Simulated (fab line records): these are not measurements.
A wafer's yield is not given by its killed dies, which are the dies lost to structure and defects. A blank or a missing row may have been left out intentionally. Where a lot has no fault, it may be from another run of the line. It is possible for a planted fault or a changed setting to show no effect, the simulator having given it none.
Chamber matching || flow n5_finfet || N5_MOL_CONTACT_COAG_ETCH_105 on rie_diel-05: 4 sister chambers
The step etches SiARC in CF4, target depth 15.6 nm, time 26 s. 36 wafers are shown with their chamber, then 12 later ones without.

## WAFERS WITH THEIR CHAMBER
{"wafer": "L074.1", "chamber": 2, "drypump_motor_current_A (A)": 5.5, "showerhead_plenum_p_Torr (Torr)": 2.11, "throttle_valve_pct (%)": 15.66}
{"wafer": "L074.2", "chamber": 3, "drypump_motor_current_A (A)": 6.5, "showerhead_plenum_p_Torr (Torr)": 2.21, "throttle_valve_pct (%)": 15.83}
{"wafer": "L074.3", "chamber": 1, "drypump_motor_current_A (A)": 5.1, "showerhead_plenum_p_Torr (Torr)": 2.20, "throttle_valve_pct (%)": 15.81}
{"wafer": "L074.4", "chamber": 0, "drypump_motor_current_A (A)": 5.7, "showerhead_plenum_p_Torr (Torr)": 2.21, "throttle_valve_pct (%)": 15.50}
{"wafer": "L074.5", "chamber": 2, "drypump_motor_current_A (A)": 5.5, "showerhead_plenum_p_Torr (Torr)": 2.11, "throttle_valve_pct (%)": 15.66}
{"wafer": "L074.6", "chamber": 1, "drypump_motor_current_A (A)": 5.1, "showerhead_plenum_p_Torr (Torr)": 2.20, "throttle_valve_pct (%)": 15.81}
{"wafer": "L075.1", "chamber": 2, "drypump_motor_current_A (A)": 5.5, "showerhead_plenum_p_Torr (Torr)": 2.11, "throttle_valve_pct (%)": 15.67}
{"wafer": "L075.3", "chamber": 0, "drypump_motor_current_A (A)": 5.7, "showerhead_plenum_p_Torr (Torr)": 2.21, "throttle_valve_pct (%)": 15.49}
{"wafer": "L075.5", "chamber": 1, "drypump_motor_current_A (A)": 5.2, "showerhead_plenum_p_Torr (Torr)": 2.20, "throttle_valve_pct (%)": 15.81}
{"wafer": "L076.2", "chamber": 1, "drypump_motor_current_A (A)": 5.1, "showerhead_plenum_p_Torr (Torr)": 2.20, "throttle_valve_pct (%)": 15.83}
{"wafer": "L076.3", "chamber": 3, "drypump_motor_current_A (A)": 6.5, "showerhead_plenum_p_Torr (Torr)": 2.21, "throttle_valve_pct (%)": 15.81}
{"wafer": "L076.5", "chamber": 0, "drypump_motor_current_A (A)": 5.7, "showerhead_plenum_p_Torr (Torr)": 2.21, "throttle_valve_pct (%)": 15.50}
{"wafer": "L077.1", "chamber": 1, "drypump_motor_current_A (A)": 5.1, "showerhead_plenum_p_Torr (Torr)": 2.20, "throttle_valve_pct (%)": 15.82}
{"wafer": "L077.2", "chamber": 0, "drypump_motor_current_A (A)": 5.8, "showerhead_plenum_p_Torr (Torr)": 2.21, "throttle_valve_pct (%)": 15.50}
{"wafer": "L077.3", "chamber": 2, "drypump_motor_current_A (A)": 5.5, "showerhead_plenum_p_Torr (Torr)": 2.11, "throttle_valve_pct (%)": 15.67}
{"wafer": "L077.4", "chamber": 3, "drypump_motor_current_A (A)": 6.5, "showerhead_plenum_p_Torr (Torr)": 2.21, "throttle_valve_pct (%)": 15.82}
{"wafer": "L077.5", "chamber": 1, "drypump_motor_current_A (A)": 5.1, "showerhead_plenum_p_Torr (Torr)": 2.20, "throttle_valve_pct (%)": 15.83}
{"wafer": "L077.6", "chamber": 2, "drypump_motor_current_A (A)": 5.5, "showerhead_plenum_p_Torr (Torr)": 2.11, "throttle_valve_pct (%)": 15.67}
{"wafer": "L081.1", "chamber": 3, "drypump_motor_current_A (A)": 6.5, "showerhead_plenum_p_Torr (Torr)": 2.21, "throttle_valve_pct (%)": 15.85}
{"wafer": "L081.2", "chamber": 0, "drypump_motor_current_A (A)": 5.8, "showerhead_plenum_p_Torr (Torr)": 2.21, "throttle_valve_pct (%)": 15.54}
{"wafer": "L081.3", "chamber": 2, "drypump_motor_current_A (A)": 5.5, "showerhead_plenum_p_Torr (Torr)": 2.11, "throttle_valve_pct (%)": 15.21}
{"wafer": "L081.4", "chamber": 1, "drypump_motor_current_A (A)": 5.1, "showerhead_plenum_p_Torr (Torr)": 2.20, "throttle_valve_pct (%)": 15.85}
{"wafer": "L081.5", "chamber": 2, "drypump_motor_current_A (A)": 5.5, "showerhead_plenum_p_Torr (Torr)": 2.10, "throttle_valve_pct (%)": 15.20}
{"wafer": "L081.6", "chamber": 3, "drypump_motor_current_A (A)": 6.5, "showerhead_plenum_p_Torr (Torr)": 2.21, "throttle_valve_pct (%)": 15.82}
{"wafer": "L083.3", "chamber": 3, "drypump_motor_current_A (A)": 6.5, "showerhead_plenum_p_Torr (Torr)": 2.21, "throttle_valve_pct (%)": 15.86}
{"wafer": "L083.4", "chamber": 2, "drypump_motor_current_A (A)": 5.5, "showerhead_plenum_p_Torr (Torr)": 2.10, "throttle_valve_pct (%)": 15.21}
{"wafer": "L083.5", "chamber": 2, "drypump_motor_current_A (A)": 5.5, "showerhead_plenum_p_Torr (Torr)": 2.10, "throttle_valve_pct (%)": 15.19}
{"wafer": "L084.1", "chamber": 0, "drypump_motor_current_A (A)": 5.8, "showerhead_plenum_p_Torr (Torr)": 2.21, "throttle_valve_pct (%)": 15.55}
{"wafer": "L084.2", "chamber": 3, "drypump_motor_current_A (A)": 6.5, "showerhead_plenum_p_Torr (Torr)": 2.21, "throttle_valve_pct (%)": 15.85}
{"wafer": "L084.4", "chamber": 2, "drypump_motor_current_A (A)": 5.5, "showerhead_plenum_p_Torr (Torr)": 2.10, "throttle_valve_pct (%)": 15.23}
{"wafer": "L088.2", "chamber": 2, "drypump_motor_current_A (A)": 5.5, "showerhead_plenum_p_Torr (Torr)": 2.10, "throttle_valve_pct (%)": 15.25}
{"wafer": "L088.5", "chamber": 0, "drypump_motor_current_A (A)": 5.8, "showerhead_plenum_p_Torr (Torr)": 2.20, "throttle_valve_pct (%)": 15.56}
{"wafer": "L088.6", "chamber": 1, "drypump_motor_current_A (A)": 5.1, "showerhead_plenum_p_Torr (Torr)": 2.19, "throttle_valve_pct (%)": 15.88}
{"wafer": "L091.1", "chamber": 2, "drypump_motor_current_A (A)": 5.5, "showerhead_plenum_p_Torr (Torr)": 2.10, "throttle_valve_pct (%)": 15.24}
{"wafer": "L091.3", "chamber": 3, "drypump_motor_current_A (A)": 6.5, "showerhead_plenum_p_Torr (Torr)": 2.20, "throttle_valve_pct (%)": 15.88}
{"wafer": "L091.5", "chamber": 2, "drypump_motor_current_A (A)": 5.5, "showerhead_plenum_p_Torr (Torr)": 2.10, "throttle_valve_pct (%)": 15.25}

SIGNATURES (means of the wafers above)
{"reading": "drypump_motor_current_A", "chamber 0": 5.757, "chamber 1": 5.112, "chamber 2": 5.500, "chamber 3": 6.500, "scatter within a chamber": 0.0284}
{"reading": "showerhead_plenum_p_Torr", "chamber 0": 2.2086, "chamber 1": 2.1987, "chamber 2": 2.1046, "chamber 3": 2.2088, "scatter within a chamber": 0.00427}
{"reading": "throttle_valve_pct", "chamber 0": 15.5200, "chamber 1": 15.8300, "chamber 2": 15.3931, "chamber 3": 15.8400, "scatter within a chamber": 0.139}
Rule: distance of a wafer from a chamber = root of the sum over the readings of ((wafer's reading minus chamber's mean) / reading's scatter) squared. The wafer belongs to the nearest chamber; if the next one is less than 2 further off, it can't be placed. The scatter: the root of (the sum of the squares of (reading less its chamber's mean) over the shown wafers, divided by (wafers less chambers)).

## WAFERS MISSING THEIR CHAMBER
{"wafer": "L094.1", "drypump_motor_current_A (A)": 6.5, "showerhead_plenum_p_Torr (Torr)": 2.20, "throttle_valve_pct (%)": 15.90}
{"wafer": "L094.5", "drypump_motor_current_A (A)": 6.5, "showerhead_plenum_p_Torr (Torr)": 2.20, "throttle_valve_pct (%)": 15.90}
{"wafer": "L094.6", "drypump_motor_current_A (A)": 5.5, "showerhead_plenum_p_Torr (Torr)": 2.10, "throttle_valve_pct (%)": 15.26}
{"wafer": "L095.1", "drypump_motor_current_A (A)": 5.8, "showerhead_plenum_p_Torr (Torr)": 2.20, "throttle_valve_pct (%)": 15.57}
{"wafer": "L095.2", "drypump_motor_current_A (A)": 6.5, "showerhead_plenum_p_Torr (Torr)": 2.20, "throttle_valve_pct (%)": 15.91}
{"wafer": "L095.4", "drypump_motor_current_A (A)": 5.5, "showerhead_plenum_p_Torr (Torr)": 2.10, "throttle_valve_pct (%)": 15.26}
{"wafer": "L096.2", "drypump_motor_current_A (A)": 5.8, "showerhead_plenum_p_Torr (Torr)": 2.20, "throttle_valve_pct (%)": 15.59}
{"wafer": "L096.3", "drypump_motor_current_A (A)": 6.5, "showerhead_plenum_p_Torr (Torr)": 2.20, "throttle_valve_pct (%)": 15.93}
{"wafer": "L096.5", "drypump_motor_current_A (A)": 6.5, "showerhead_plenum_p_Torr (Torr)": 2.20, "throttle_valve_pct (%)": 15.92}
{"wafer": "L097.1", "drypump_motor_current_A (A)": 5.8, "showerhead_plenum_p_Torr (Torr)": 2.20, "throttle_valve_pct (%)": 15.59}
{"wafer": "L097.3", "drypump_motor_current_A (A)": 6.5, "showerhead_plenum_p_Torr (Torr)": 2.20, "throttle_valve_pct (%)": 15.91}
{"wafer": "L097.5", "drypump_motor_current_A (A)": 5.2, "showerhead_plenum_p_Torr (Torr)": 2.19, "throttle_valve_pct (%)": 15.91}

## CHAMBER TAKEN BY EACH
{"wafer": "L094.1", "from the rows above": 3, "in truth": 3}
{"wafer": "L094.5", "from the rows above": 3, "in truth": 3}
{"wafer": "L094.6", "from the rows above": 2, "in truth": 2}
{"wafer": "L095.1", "from the rows above": 0, "in truth": 0}
{"wafer": "L095.2", "from the rows above": 3, "in truth": 3}
{"wafer": "L095.4", "from the rows above": 2, "in truth": 2}
{"wafer": "L096.2", "from the rows above": 0, "in truth": 0}
{"wafer": "L096.3", "from the rows above": 3, "in truth": 3}
{"wafer": "L096.5", "from the rows above": 3, "in truth": 3}
{"wafer": "L097.1", "from the rows above": 0, "in truth": 0}
{"wafer": "L097.3", "from the rows above": 3, "in truth": 3}
{"wafer": "L097.5", "from the rows above": 1, "in truth": 1}
12 of 12 placed correctly. Left unplaced by these rows: 0. Wrongly placed: 0.
